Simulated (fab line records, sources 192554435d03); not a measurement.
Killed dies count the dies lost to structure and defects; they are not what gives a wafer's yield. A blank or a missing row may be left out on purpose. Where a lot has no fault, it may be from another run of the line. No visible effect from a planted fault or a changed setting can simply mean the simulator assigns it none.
Split-lot trial ; flow n5Finfet ; 21 wafers read from 7 lots, route of 1938 steps

== THE SPLIT ITSELF ==
At N5_BEOL_M7_ETCH_66 (etches SOC in N2/H2, target depth 80 nm, overetch 16 nm, time 120 s), the setting biasW was moved away from the recipe's 150 W on 4 of the 21 wafers read, by +5.5% to +12.1%. This setting was run at the recipe's value on the other wafers.

Reading taken at the split's own step.

== THE READING ==
rfVppV, in V, at N5_BEOL_M7_ETCH_66 (etches SOC in N2/H2, target depth 80 nm, overetch 16 nm, time 120 s). Typical for fault-free wafers on this fab line: 524.0 V, with standard deviation 2.3 V.

wafer;tool, chamber at the split;biasW as run, W;against the recipe;rfVppV, V;against lot-mates on the recipe
L078.3;rieDiel-06, 3;150;recipe;524.0;-
L078.4;rieDiel-06, 0;150;recipe;522.3;-
L078.5;rieDiel-06, 2;161.9;+7.9%;552.2;+29.1
L081.1;rieDiel-02, 3;158.3;+5.5%;542.7;+19.9
L081.2;rieDiel-02, 1;150;recipe;520.5;-
L081.3;rieDiel-02, 2;150;recipe;525.2;-
L080.1;rieDiel-06, 2;150;recipe;527.5;-
L080.3;rieDiel-06, 0;150;recipe;523.6;-
L080.6;rieDiel-06, 0;150;recipe;522.3;-
L083.2;rieDiel-02, 3;150;recipe;523.0;-
L083.3;rieDiel-02, 2;150;recipe;525.7;-
L083.5;rieDiel-02, 2;150;recipe;524.1;-
L089.2;rieDiel-06, 0;168.2;+12.1%;561.6;+36.5
L089.4;rieDiel-06, 3;150;recipe;525.1;-
L089.6;rieDiel-06, 2;168.2;+12.1%;565.7;+40.6
L090.2;rieDiel-01, 0;150;recipe;523.0;-
L090.3;rieDiel-01, 1;150;recipe;521.8;-
L090.5;rieDiel-01, 3;150;recipe;526.5;-
L096.2;rieDiel-06, 1;150;recipe;521.4;-
L096.3;rieDiel-06, 3;150;recipe;524.6;-
L096.4;rieDiel-06, 0;150;recipe;522.0;-

FIT RESULTS
A straight line over all 21 wafers: rfVppV changes by +3.35 V for each +1% of biasW; r = +0.99; the points scatter about the line by 1.9 V.
The same after taking each lot's own level away (the mean of its wafers on the recipe; 21 wafers): +3.28 V for each +1%; r = +0.99; scatter 1.9 V.
That fit puts the effect of the largest move of biasW on the reading at 40 V.
The span of the lots' own levels, 522.67 to 525.10 V, comes to 1.1 times the standard deviation stated above.
The two slopes are in agreement: the lot-to-lot level therefore moves the slope only a little.
Check: +42 V against its lot-mates is what the line predicts for one of the wafers moved furthest among these (+12.1%) when that wafer is left out of the fit. Against them it came out at +36.5 V.
Tool readings at the split's step, against how far the setting was moved: rfVppV r = +0.99.

== OTHER SPLITS ON THESE WAFERS ==
These wafers also went through other splits before the reading. Each is held against what the fit with the lots' levels taken away leaves over:
other split on the same wafers;wafers away from the commonest value;r with rfVppV (lot level and that fit taken away)
N5_BEOL_M6_EXPOSE_25 doseMj;5;-0.12
N5_BEOL_M6_ETCH_66 biasW;7;-0.37
N5_BEOL_M7_EXPOSE_25 doseMj;8;+0.06

== FILE'S OWN FIT ==
rfVppV changes by +3.35 V for each +1% of biasW, r = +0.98.
